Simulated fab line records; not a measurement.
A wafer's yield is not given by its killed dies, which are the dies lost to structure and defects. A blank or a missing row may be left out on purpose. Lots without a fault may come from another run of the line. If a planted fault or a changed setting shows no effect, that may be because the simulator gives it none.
Split-lot experiment / flow n5_finfet / 21 wafers read across 7 lots, on a route 1938 steps long

SPLIT DETAILS
At N5_MOL_CONTACT_COAG_ETCH_91 (etches SOC in N2/H2, target depth 60 nm, overetch 21 nm, time 101.2 s), the setting source_w was moved away from the recipe's 840 W on 11 of the 21 wafers read, by -11.0% to +15.6%. The other wafers ran this setting at the recipe's value.

Reading taken at the split's own step.

THE READING
rf_vpp_V, in V, at N5_MOL_CONTACT_COAG_ETCH_91 (etches SOC in N2/H2, target depth 60 nm, overetch 21 nm, time 101.2 s). On this fab line, fault-free wafers typically give 524.0 V with a standard deviation of 2.4 V.

wafer=L075.1; tool, chamber at the split=rie_diel-03, 2; source_w as run, W=840; against the recipe=recipe; rf_vpp_V, V=528.7; against lot-mates on the recipe=-
wafer=L075.2; tool, chamber at the split=rie_diel-03, 3; source_w as run, W=840; against the recipe=recipe; rf_vpp_V, V=524.3; against lot-mates on the recipe=-
wafer=L075.5; tool, chamber at the split=rie_diel-03, 0; source_w as run, W=840; against the recipe=recipe; rf_vpp_V, V=526.9; against lot-mates on the recipe=-
wafer=L080.1; tool, chamber at the split=rie_diel-05, 1; source_w as run, W=840; against the recipe=recipe; rf_vpp_V, V=527.6; against lot-mates on the recipe=-
wafer=L080.5; tool, chamber at the split=rie_diel-05, 1; source_w as run, W=960.7; against the recipe=+14.4%; rf_vpp_V, V=502.8; against lot-mates on the recipe=-23.9
wafer=L080.6; tool, chamber at the split=rie_diel-05, 2; source_w as run, W=840; against the recipe=recipe; rf_vpp_V, V=525.7; against lot-mates on the recipe=-
wafer=L082.1; tool, chamber at the split=rie_diel-03, 2; source_w as run, W=938.7; against the recipe=+11.8%; rf_vpp_V, V=509.3; against lot-mates on the recipe=no lot-mate on the recipe
wafer=L082.3; tool, chamber at the split=rie_diel-03, 1; source_w as run, W=938.7; against the recipe=+11.8%; rf_vpp_V, V=504.6; against lot-mates on the recipe=no lot-mate on the recipe
wafer=L082.4; tool, chamber at the split=rie_diel-03, 3; source_w as run, W=938.7; against the recipe=+11.8%; rf_vpp_V, V=504.7; against lot-mates on the recipe=no lot-mate on the recipe
wafer=L084.1; tool, chamber at the split=rie_diel-05, 3; source_w as run, W=747.4; against the recipe=-11.0%; rf_vpp_V, V=543.9; against lot-mates on the recipe=no lot-mate on the recipe
wafer=L084.2; tool, chamber at the split=rie_diel-05, 1; source_w as run, W=747.4; against the recipe=-11.0%; rf_vpp_V, V=546.6; against lot-mates on the recipe=no lot-mate on the recipe
wafer=L084.4; tool, chamber at the split=rie_diel-05, 2; source_w as run, W=747.4; against the recipe=-11.0%; rf_vpp_V, V=545.0; against lot-mates on the recipe=no lot-mate on the recipe
wafer=L085.1; tool, chamber at the split=rie_diel-04, 2; source_w as run, W=840; against the recipe=recipe; rf_vpp_V, V=522.5; against lot-mates on the recipe=-
wafer=L085.5; tool, chamber at the split=rie_diel-04, 2; source_w as run, W=840; against the recipe=recipe; rf_vpp_V, V=521.9; against lot-mates on the recipe=-
wafer=L085.6; tool, chamber at the split=rie_diel-04, 3; source_w as run, W=840; against the recipe=recipe; rf_vpp_V, V=522.4; against lot-mates on the recipe=-
wafer=L089.3; tool, chamber at the split=rie_diel-04, 1; source_w as run, W=970.9; against the recipe=+15.6%; rf_vpp_V, V=496.0; against lot-mates on the recipe=-27.3
wafer=L089.4; tool, chamber at the split=rie_diel-04, 3; source_w as run, W=970.9; against the recipe=+15.6%; rf_vpp_V, V=498.3; against lot-mates on the recipe=-25.0
wafer=L089.6; tool, chamber at the split=rie_diel-04, 3; source_w as run, W=840; against the recipe=recipe; rf_vpp_V, V=523.3; against lot-mates on the recipe=-
wafer=L094.1; tool, chamber at the split=rie_diel-04, 3; source_w as run, W=840; against the recipe=recipe; rf_vpp_V, V=522.4; against lot-mates on the recipe=-
wafer=L094.4; tool, chamber at the split=rie_diel-04, 1; source_w as run, W=754.6; against the recipe=-10.2%; rf_vpp_V, V=538.5; against lot-mates on the recipe=+16.1
wafer=L094.6; tool, chamber at the split=rie_diel-04, 2; source_w as run, W=754.6; against the recipe=-10.2%; rf_vpp_V, V=540.4; against lot-mates on the recipe=+18.0

FIT RESULTS
A straight line over all 21 wafers: rf_vpp_V changes by -1.67 V for each +1% of source_w; r = -0.99; the points scatter about the line by 2.4 V.
The same after taking each lot's own level away (the mean of its wafers on the recipe; 15 wafers): -1.67 V for each +1%; r = -1.00; scatter 1.1 V.
That fit puts the effect of the largest move of source_w on the reading at 26 V.
The lots' own levels span 522.27 to 526.65 V, that is 1.8 times the standard deviation above.
The two slopes are in agreement: the lot-to-lot level therefore moves the slope only a little.
Check: with one of the wafers moved furthest among these (+15.6%) left out of the fit, the line predicts -25.6 V for it against its lot-mates. Against them it came out at -27.3 V.
Tool readings at the split's step, against how far the setting was moved: rf_vpp_V r = -0.99.

OTHER SPLITS APPLIED TO THESE WAFERS
These wafers also went through other splits before the reading. Each is held against what the fit with the lots' levels taken away leaves over:
other split on the same wafers=N5_MOL_CONTACT_COAG_ETCH_105 bias_w; wafers away from the commonest value=6; r with rf_vpp_V (lot level and that fit taken away)=-0.07

FILE'S OWN FIT
rf_vpp_V changes by -1.67 V for each +1% of source_w, r = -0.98.
